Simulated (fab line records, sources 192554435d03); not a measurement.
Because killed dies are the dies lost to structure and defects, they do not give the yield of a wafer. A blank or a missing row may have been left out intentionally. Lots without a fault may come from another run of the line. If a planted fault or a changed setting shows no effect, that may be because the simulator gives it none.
fab line records	flow n5_finfet
record lots=11	wafers=32	last_day=17
route steps=1938 shown BEOL_M8@1395 BEOL_M9@1401 PASSIVATION@1936
lots that met no fault: from a run of the same line without faults
start_h: the number of hours between the record's first day and the start of the first shown wafer of the lot	wait_h: time in hours since the lot's previous step	" the same as in the row above	L1.1+2: a row that stands for several wafers	- no value present, or no start provided	* or withheld: withheld	< > ~ a bound
route shown NAME@n: a module of which the file shows steps, and the number in the route of the first	usual: mean/standard deviation taken from wafers without a fault	same: alike in all rows	chamber/n: place in a boat	sites: the reading at each site	_std_site: the values' standard deviation	_edge_site: the outer-site mean with the inner-site mean subtracted	radius_mm: how far each site lies from the wafer's centre	mask NAME#n: copy n	behind: the tool/chamber that last shaped the wafer	hold: what put the lot on hold/how long, in hours/how the hold closed	device: transistor that didn't switch, given as n, p or np	end of line: the route-end tests of the same wafers	a step given without rows: its recipe and nothing more	killed: at the first sort, the dies lost to defects and structure; wafer yield is something else	map: a wafer's dies, x killed, . not, _ none there
set.NAME: the setting the step ran with; set.NAME@STEP: the setting that earlier step ran with	model.NAME: the simulator's own value behind a step, which no gauge read
the route's steps for a sample of lots (tables are steps, rows are wafers)
services: a tool's chamber out of use, with start hour (start_h, from the record's first day; less than 0 if before it), hours out, and reason
## steps
# step N5_BEOL_M8_CMP_52
# recipe stop_on=SiCOH_lowk	t_overpolish_s=6.9	down_force_psi=1	platen_rpm=50	clearing_platen_down_force_psi=1.5	clearing_platen_rpm=50	post_cmp_clean=cu_alkaline	target_thk_nm=80	clearing_platen_pad_velocity_m_s=0.99484	pad_velocity_m_s=0.99484
# usual barrier_field_endpoint_s=28.7/0.76	motor_current_A=6.1/0.47	overpolish_run_s=6.900/0.0086	time_to_endpoint_s=62.8/3
lot.wafer	tool	chamber	start_h	wait_h	barrier_field_endpoint_s	motor_current_A	overpolish_run_s	time_to_endpoint_s
L586.1	cmp-03	1	227.40	0.3	28.1	7.3	6.887	61.5
L586.3	"	0	"	"	28.3	6.3	6.904	62.9
L586.6	"	1	"	"	28.7	7.1	6.888	63.1
L587.3	cmp-01	3	237.93	0.2	28.1	5.8	6.912	61.2
L587.1	"	2	"	"	27.9	5.8	6.895	63.2
L587.5	"	0	"	"	29.4	6.2	6.898	68.1
L590.3	cmp-03	2	241.57	0.2	28.1	5.1	6.904	61.9
L590.1	"	3	"	"	28.7	5.7	6.901	64.7
L590.2	"	1	"	"	28.5	7.0	6.878	63.3
L589.2	cmp-02	3	242.59	0.3	27.3	5.9	6.906	55.4
L589.5	"	1	"	"	28.5	6.3	6.905	61.1
L589.6	"	2	"	"	28.4	6.0	6.896	63.2
L592.3	cmp-03	2	265.15	0.2	27.7	5.0	6.906	60.7
L592.4	"	3	"	"	29.3	6.4	6.908	65.9
L592.6	"	2	"	"	28.9	5.4	6.887	64.1
L594.2	cmp-01	1	265.39	0.2	28.6	6.1	6.887	61.8
L594.3	"	2	"	"	28.1	5.7	6.897	58.9
L594.5	"	2	"	"	27.6	6.1	6.895	58.5
L600.4	cmp-03	0	313.66	0.1	28.0	6.4	6.906	58.9
L600.3	"	2	"	"	27.9	5.2	6.897	59.0
L600.1	"	3	"	"	29.1	6.1	6.900	63.1
L601.4	cmp-02	1	317.63	0.1	29.1	6.5	6.914	61.6
L601.5	"	1	"	"	28.7	6.2	6.895	61.6
L602.1	cmp-02	3	323.65	0.3	28.5	5.4	6.892	60.6
L602.3	"	1	"	"	28.8	6.5	6.893	64.1
L602.2	"	2	"	"	29.9	6.4	6.911	67.4
L603.3	cmp-01	1	327.94	0.2	28.0	5.7	6.904	61.0
L603.2	"	2	"	"	28.2	5.6	6.885	61.4
L603.5	"	1	"	"	28.7	6.0	6.909	60.7
L605.1	cmp-01	2	338.55	0.3	27.9	5.7	6.907	61.8
L605.3	"	0	"	"	29.0	5.9	6.912	68.3
L605.5	"	2	"	"	28.2	5.7	6.889	60.5
# step N5_BEOL_M9_ILD_DEP_00
# recipe material=SiCOH_lowk	target_thk_a=3085.1	temp_c=300	precursor=DEMS/porogen	pressure_torr=5	rf_w=500	time_s=58
# usual heater_power_w=330/62	showerhead_plenum_p_Torr=5.732/0.01	throttle_valve_pct=13.8/0.67
# same time_s=58
lot.wafer	tool	chamber	start_h	wait_h	heater_power_w	showerhead_plenum_p_Torr	throttle_valve_pct
L586.1	pecvd-03	0	227.92	0.0	331	5.732	13.6
L586.3	"	2	"	"	249	5.741	14.2
L586.6	"	2	"	"	252	5.731	14.2
L587.1	pecvd-02	2	238.42	0.0	283	5.737	13.0
L587.3	"	0	"	"	318	5.737	13.8
L587.5	"	0	"	"	331	5.729	13.4
L590.1	pecvd-04	1	242.06	0.0	413	5.732	14.5
L590.2	"	2	"	"	414	5.729	13.4
L590.3	"	0	"	"	332	5.703	14.7
L589.2	pecvd-03	1	243.00	0.0	384	5.726	12.8
L589.5	"	1	"	"	373	5.725	12.6
L589.6	"	2	"	"	251	5.757	14.1
L592.3	pecvd-04	2	265.66	0.0	388	5.735	13.6
L592.4	"	1	"	"	383	5.736	14.4
L592.6	"	0	"	"	263	5.724	14.5
L594.2	pecvd-02	0	265.87	0.0	328	5.736	13.9
L594.3	"	1	"	"	258	5.733	14.7
L594.5	"	2	"	"	273	5.727	12.9
L600.1	pecvd-03	1	314.15	0.0	367	5.726	12.9
L600.3	"	0	"	"	340	5.739	13.9
L600.4	"	2	"	"	240	5.740	13.9
L601.4	pecvd-04	0	318.15	0.1	316	5.723	14.7
L601.5	"	2	"	"	436	5.738	13.4
L602.1	pecvd-02	2	324.14	0.0	273	5.726	12.7
L602.2	"	0	"	"	330	5.720	14.1
L602.3	"	1	"	"	299	5.737	14.5
L603.2	pecvd-02	2	328.39	0.0	255	5.721	12.9
L603.3	"	0	"	"	311	5.742	13.5
L603.5	"	2	"	"	266	5.737	13.1
L605.1	pecvd-02	1	339.04	0.0	304	5.739	14.7
L605.3	"	0	"	"	330	5.723	13.9
L605.5	"	0	"	"	323	5.729	14.1
# step N5_BEOL_M9_HM_DEP_02
# recipe material=TiN	target_thk_a=200	temp_c=25	chamber_pressure_pa=0.49996
# usual chamber_pressure_pa=0.5000/0.00096	throttle_valve_pct=29.8/1.2
lot.wafer	tool	chamber	start_h	wait_h	chamber_pressure_pa	throttle_valve_pct
L586.1	pvd_sputter-02	-	229.12	0.6	0.4995	30.4
L586.3	"	-	"	"	0.4999	29.8
L586.6	"	-	"	"	0.5002	29.8
L587.1	pvd_sputter-03	-	239.65	0.6	0.4995	32.1
L587.3	"	-	"	"	0.4983	30.1
L587.5	"	-	"	"	0.5000	29.8
L590.1	pvd_sputter-02	-	243.62	0.9	0.5003	30.2
L590.2	"	-	"	"	0.5005	26.7
L590.3	"	-	"	"	0.4985	29.0
L589.2	pvd_sputter-01	-	245.40	1.7	0.4996	29.3
L589.5	"	-	"	"	0.4994	31.2
L589.6	"	-	"	"	0.5002	30.4
L592.3	pvd_sputter-01	-	269.62	3.3	0.5003	29.5
L592.4	"	-	"	"	0.5001	31.2
L592.6	"	-	"	"	0.4999	30.7
L594.2	pvd_sputter-01	-	269.72	3.2	0.4993	29.7
L594.3	"	-	"	"	0.5010	30.6
L594.5	"	-	"	"	0.4999	29.4
L600.1	pvd_sputter-01	-	316.29	1.5	0.4995	30.7
L600.3	"	-	"	"	0.5009	31.1
L600.4	"	-	"	"	0.5009	29.3
L601.4	pvd_sputter-02	-	320.91	2.1	0.5033	28.8
L601.5	"	-	"	"	0.5026	28.7
L602.1	pvd_sputter-03	-	325.16	0.4	0.5013	29.8
L602.2	"	-	"	"	0.5008	30.5
L602.3	"	-	"	"	0.5002	30.0
L603.2	pvd_sputter-01	-	329.90	0.9	0.5010	30.9
L603.3	"	-	"	"	0.4999	29.4
L603.5	"	-	"	"	0.5008	29.4
L605.1	pvd_sputter-03	-	339.98	0.3	0.5000	29.8
L605.3	"	-	"	"	0.4983	30.5
L605.5	"	-	"	"	0.4976	30.2
# step N5_BEOL_M9_ETCH_61
# recipe chemistry=CF4	target=SiARC	target_depth_a=390	mask_material=CAR-ArF	time_s=65	ion_energy_ev=80	pressure_mtorr=40	source_w=545	bias_w=36	Ar_flow_sccm=100	cf4_flow_sccm=100	ends=cleared
# usual bias_w=36.00/0.11	drypump_motor_current_A=5.7/0.36	etch_rf_on_time_s=65.2/1.6	oes_product_au=0.65/0.08	rf_vpp_V=184.0/1.3	showerhead_plenum_p_Torr=2.14/0.061	throttle_valve_pct=15.73/0.23
lot.wafer	tool	chamber	start_h	wait_h	bias_w	drypump_motor_current_A	etch_rf_on_time_s	oes_product_au	rf_hours_counter_h	rf_vpp_V	showerhead_plenum_p_Torr	throttle_valve_pct
L586.1	rie_diel-04	1	229.74	0.0	36.04	6.1	64.2	0.81	17	183.2	2.12	15.45
L586.3	"	2	"	"	36.12	5.7	67.2	0.60	199	185.2	2.20	15.35
L586.6	"	1	"	"	35.77	6.1	63.8	0.81	-	183.7	2.12	15.44
L587.1	rie_diel-04	3	240.33	0.0	36.05	5.9	65.1	0.60	237	182.7	2.12	16.16
L587.3	"	1	"	"	35.99	6.1	63.8	0.79	20	182.0	2.12	15.45
L587.5	"	3	"	"	36.18	6.0	65.8	0.60	-	185.7	2.12	16.16
L590.1	rie_diel-03	1	244.24	0.0	36.04	5.7	66.3	0.62	201	183.9	2.14	15.83
L590.2	"	2	"	"	36.03	5.5	64.5	0.63	188	182.4	2.06	15.95
L590.3	"	0	"	"	35.99	5.6	66.6	0.61	166	183.5	2.22	15.88
L589.2	rie_diel-01	2	246.15	0.0	36.10	6.3	65.8	0.61	188	185.6	2.12	15.79
L589.5	"	1	"	"	35.95	6.0	63.9	0.74	-	185.2	2.17	15.27
L589.6	"	0	"	"	36.01	5.3	62.2	0.83	-	185.5	2.18	15.60
L592.3	rie_diel-03	3	270.24	0.0	36.21	5.2	65.2	0.61	208	184.0	2.22	15.94
L592.4	"	0	"	"	36.05	5.7	66.8	0.59	174	185.1	2.21	15.89
L592.6	"	3	"	"	36.00	5.2	64.9	0.62	-	186.3	2.22	15.94
L594.2	rie_diel-01	3	270.40	0.0	36.16	5.8	67.3	0.59	207	182.5	2.05	15.69
L594.3	"	0	"	"	36.05	5.3	61.5	0.81	21	183.5	2.18	15.60
L594.5	"	0	"	"	36.07	5.3	62.1	0.81	-	186.0	2.18	15.58
L600.1	rie_diel-03	0	317.24	0.0	35.98	5.6	71.8	0.57	191	184.7	2.21	15.92
L600.3	"	1	"	"	36.08	5.8	66.3	0.60	226	184.8	2.13	15.87
L600.4	"	3	"	"	35.99	5.3	64.8	0.60	224	184.6	2.21	15.98
L601.4	rie_diel-03	2	321.53	0.0	35.89	5.5	65.5	0.61	208	182.1	2.05	15.99
L601.5	"	1	"	"	36.29	5.8	72.2	0.58	-	183.5	2.13	15.87
L602.1	rie_diel-04	2	325.77	0.0	35.93	5.7	65.7	0.58	230	185.3	2.19	15.43
L602.2	"	0	"	"	35.89	4.7	64.7	0.57	245	181.5	2.02	15.83
L602.3	"	1	"	"	36.06	6.0	63.2	0.76	46	182.8	2.11	15.51
L603.2	rie_diel-01	2	330.56	0.0	36.18	6.3	65.3	0.60	215	183.7	2.11	15.83
L603.3	"	3	"	"	35.99	5.8	68.1	0.59	224	182.0	2.04	15.72
L603.5	"	0	"	"	35.97	5.3	62.5	0.77	-	182.9	2.17	15.63
L605.1	rie_diel-04	1	340.60	0.0	35.90	6.1	63.0	0.75	51	182.3	2.11	15.51
L605.3	"	2	"	"	36.06	5.7	65.4	0.58	235	184.0	2.19	15.43
L605.5	"	2	"	"	36.15	5.7	65.5	0.58	-	184.2	2.19	15.43
# step N5_PASSIVATION_PROBE_49
# usual defect_limited_yield=90.9/1.5	killed_at_M0_to_M3=36/9.9	killed_at_M4_up=13/4.5	killed_at_contacts=13/6.4	killed_at_front_end=42/12	killed_at_other=3.4/3	killed_dies=107/18	killed_on_rim=14/4.3	killed_open=69/13	killed_short=35/8.2	sort_bin_5_function=5.3/1.1	sort_bin_6_memory=3.4/0.69	sort_n_pass=1073/18	sort_yield_pct=90.9/1.5
# same gross_dies=1180	killed_at_back_side=0	sort_bin_4_leakage[%]=0	sort_bin_8_speed[%]=0
lot.wafer	tool	chamber	start_h	wait_h	defect_limited_yield[%]	killed_at_M0_to_M3	killed_at_M4_up	killed_at_contacts	killed_at_front_end	killed_at_other	killed_dies	killed_on_rim	killed_open	killed_short	sort_bin_5_function[%]	sort_bin_6_memory[%]	sort_n_pass	sort_yield_pct[%]
L600.1	prober-01	-	376.51	1.1	92.1	45	13	9	25	1	93	12	70	23	4.5	3.2	1087	92.1
L600.3	prober-01	-	376.61	1.2	89.2	48	8	17	53	2	128	13	67	58	6.3	4.1	1052	89.2
L600.4	prober-01	-	376.66	1.2	90.8	36	12	6	53	2	109	16	67	37	6.1	3.1	1071	90.8
# killed by level:class
L600.1 BEOL_M0_SAQP:geometric_particle:open=11 BEOL_M1:geometric_particle:open=9 MOL_CONTACT_COAG:geometric_particle:open=8 BEOL_M3:geometric_particle:open=7 BEOL_M4:geometric_particle:open=7 GATE_CUT:geometric_particle:open=6 BEOL_M2:geometric_particle:open=6 GATE_CUT:geometric_particle:short=5
L600.3 FIN_SAQP:geometric_particle:short=18 BEOL_M1:geometric_particle:open=14 MOL_CONTACT_COAG:geometric_particle:short=11 BEOL_M0_SAQP:geometric_particle:open=10 GATE_CUT:geometric_particle:short=7 MOL_CONTACT_COAG:geometric_particle:open=6 BEOL_M3:geometric_particle:open=6 FIN_SAQP:geometric_particle:open=5
L600.4 STI_FIN_REVEAL:geometric_particle:open=12 FIN_SAQP:geometric_particle:open=9 BEOL_M2:geometric_particle:open=9 BEOL_M1:geometric_particle:open=7 FIN_SAQP:geometric_particle:short=6 STI_FIN_REVEAL:geometric_particle:short=5 MOL_CONTACT_COAG:geometric_particle:open=5 ILD0:geometric_particle:short=4
## services
tool	chamber	start_h	hours	kind
rie_diel-01	1	203.57	15.6	repair
pecvd-04	-	218.53	6.0	pm
cmp-03	-	222.71	2.0	repair
pecvd-03	2	228.10	7.4	repair
pecvd-02	0	238.79	12.3	repair
rie_diel-04	0	241.77	2.9	repair
rie_diel-03	3	243.02	4.6	repair
cmp-01	-	245.17	0.8	repair
cmp-03	-	249.92	4.0	pm
rie_diel-04	3	266.66	7.7	repair
cmp-03	-	269.87	0.8	repair
pecvd-04	0	272.73	8.0	repair
cmp-03	-	277.03	0.6	repair
cmp-01	-	278.41	0.9	repair
cmp-03	-	290.48	0.4	repair
rie_diel-03	2	305.25	9.0	repair
pecvd-03	-	305.30	1.0	repair
cmp-01	-	308.00	1.2	repair
rie_diel-01	3	312.30	7.9	repair
rie_diel-01	0	314.42	5.3	repair
cmp-03	-	318.91	0.3	repair
pecvd-03	-	330.53	1.1	repair
rie_diel-01	0	332.02	2.5	repair
rie_diel-04	0	340.23	7.5	repair
## key
first_sign step=N5_BEOL_M9_ETCH_61	reading=etch_rf_on_time_s	direction=up	sigmas=4.3	usual=*	struck=*
effect none on later readings
met_at N5_BEOL_M9_ETCH_61
struck_lots L600,L601
struck_wafers L600.1,L601.5
not_acting_at N5_BEOL_M8_CMP_52,N5_BEOL_M9_ILD_DEP_00,N5_BEOL_M9_HM_DEP_02
onset_between 270.24 317.24
fault kind=process_parameter_drift	tool=rie_diel-03	chamber=-	onset_h=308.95	steps=N5_BEOL_M9_ETCH_61	channel=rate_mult	offset=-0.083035	shape=step	end_h=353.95	scope=struck_wafers_only
